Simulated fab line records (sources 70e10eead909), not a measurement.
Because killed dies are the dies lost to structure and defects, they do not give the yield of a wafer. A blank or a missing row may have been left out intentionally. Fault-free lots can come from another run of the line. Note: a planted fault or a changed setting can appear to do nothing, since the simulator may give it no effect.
Matching of chambers -- flow nand-harc -- pecvd-04 running NHARC_THIN_TSV_DEP_47: 3 sister chambers
The step deposits SiO2, target thk 200 nm. 6 wafers are shown with their chamber, then 7 later ones without.

## WAFERS PAIRED WITH THEIR CHAMBERS
wafer,chamber,throttle-valve-pct (%),chamber-pressure-Torr (Torr)
L087.6,2,15.9,6.515
L088.3,2,16.3,6.508
L088.4,0,16.3,6.499
L088.6,1,16.4,6.507
L090.1,0,16.7,6.504
L090.2,1,16.4,6.498

## WAFERS WHOSE CHAMBER IS MISSING
wafer,throttle-valve-pct (%),chamber-pressure-Torr (Torr)
L090.3,16.0,6.506
L095.3,16.5,6.511
L095.5,16.2,6.516
L095.6,16.5,6.506
L097.2,16.2,6.500
L097.3,16.8,6.474
L097.4,16.1,6.502

## THE CHAMBER EACH PASSED THROUGH
wafer,from the rows above,in truth
L090.3,can't be placed: 2 or 1 or 0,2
L095.3,can't be placed: 1 or 2 or 0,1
L095.5,can't be placed: 2 or 1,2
L095.6,can't be placed: 1 or 0 or 2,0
L097.2,can't be placed: 1 or 0 or 2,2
L097.3,can't be placed: 0 or 1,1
L097.4,can't be placed: 1 or 0 or 2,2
Correct placement for 0 of the 7. From these rows, 7 cannot be placed; in 7 the true chamber is one of the candidates. 0 placed wrongly.
How it was worked out, from the rows above alone: a wafer's distance from a chamber is the root of the sum, over the readings, of the square of ((its reading less the chamber's mean) divided by the reading's scatter). If the next closest chamber is less than 2 further off than the closest, the wafer can't be placed; otherwise it belongs to the closest. A chamber's mean is the mean of its shown wafers. The scatter is the square root of a quotient: the sum, over the shown wafers, of each reading's squared deviation from its chamber's mean, divided by wafers minus chambers.
